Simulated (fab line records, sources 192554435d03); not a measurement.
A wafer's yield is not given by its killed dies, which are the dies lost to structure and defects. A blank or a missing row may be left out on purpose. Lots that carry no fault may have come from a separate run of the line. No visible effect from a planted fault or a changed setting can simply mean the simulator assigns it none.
Code-filled problem report in 8D (eight disciplines) form :: flow n5-finfet :: the parts of the form that need people (team, actions taken, sign-off) are left out

1. WHAT WENT WRONG
Mean of killed_at_M0_to_M3 at N5_PASSIVATION_PROBE_49: 166 across 6 wafers in 2 lots; on wafers with no fault it is 35 (standard deviation 11). Measured from the usual mean, that is +12 standard deviations.
First seen on wafer L534.1, day 16 10:38, on prober-02. The record has a number at this step for 6 wafers belonging to 2 lots. Rule for "out", or "out of limits": more than 4 standard deviations from the usual mean. Any other wafer with a number is counted as sound.

2. WHAT IT IS, WHAT IT ISN'T
question: which readings at this step
is: killed_at_M0_to_M3, defect-limited-yield, killed-dies, sort_bin_5_function, sort-n-pass, sort-yield-pct
is not: killed_at_M4_up, killed-at-contacts, killed-at-front-end, killed-short

question: which lots
is: L532, L534
is not: -

question: which wafers of those lots
is: all that have a number
is not: -

question: read on which tools
is: prober-01, prober-02
is not: -

question: when
is: from day 16 10:38
is not: up to then (0 sound wafers)

3. THE SUSPECTS, EACH WITH WHAT RULES IT OUT
Counting: a tool stays on the suspect list if, at a process step up to the reading, it processed all lots that are out and no sound lot following the first of them.
- rie-diel-03 at N5_BEOL_M1_ETCH_41 (etches SiCN in CH3F/O2, target depth 31.9 nm, time 57.8 s): kept. It ran every lot that is out, first L532 (day 10 14:09), and no sound lot after that.
Left after counting: rie-diel-03 at N5_BEOL_M1_ETCH_41.

4. THE CAUSE (what the simulator had put in)
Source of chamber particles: rie-diel-03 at N5_BEOL_M1_ETCH_41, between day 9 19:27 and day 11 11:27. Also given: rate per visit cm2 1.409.
Only this tool survived the counting.

5. THE CHAIN OF EFFECTS, in route order
Rows list readings where the struck wafers' mean (over those with a number) sits beyond 3 standard deviations from the usual. Readings are gone through only where the record gives a usual standard deviation; hours: the median, over the lots, of the time from a lot's start at the first step in this table giving one to that lot's start at this step; sigmas: the change measured in usual standard deviations.
hours: 0
step: N5_PASSIVATION_PROBE_49
reading: defect-limited-yield
usual: 91.0 %
on struck wafers: 80.5
change: -10.5
sigmas: -6.6

hours: 0
step: N5_PASSIVATION_PROBE_49
reading: killed_at_M0_to_M3
usual: 35
on struck wafers: 166
change: +131
sigmas: +12

hours: 0
step: N5_PASSIVATION_PROBE_49
reading: killed-dies
usual: 106
on struck wafers: 230
change: +124
sigmas: +6.6

hours: 0
step: N5_PASSIVATION_PROBE_49
reading: sort_bin_5_function
usual: 5.3 %
on struck wafers: 11.6
change: +6.3
sigmas: +6.3

hours: 0
step: N5_PASSIVATION_PROBE_49
reading: sort-n-pass
usual: 1073
on struck wafers: 948
change: -125
sigmas: -6.6

hours: 0
step: N5_PASSIVATION_PROBE_49
reading: sort-yield-pct
usual: 91.0 %
on struck wafers: 80.4
change: -10.6
sigmas: -6.7
It contains these process steps:
- N5_PASSIVATION_PROBE_49

6. HOW IT WOULD HAVE BEEN CAUGHT EARLIER
First out-of-limits reading in this record: day 16 10:38, which is 159 hours after fault onset at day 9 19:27.
Of the tool readings at N5_BEOL_M1_ETCH_41 for which the record gives a usual standard deviation, none was out on any struck wafer, so an alarm limit of 4 standard deviations on them would not have fired.
All the lots that are out (2) had begun N5_BEOL_M1_ETCH_41 on rie-diel-03 by day 16 10:38. Had the tool been put on hold then, not one of them would have been saved.
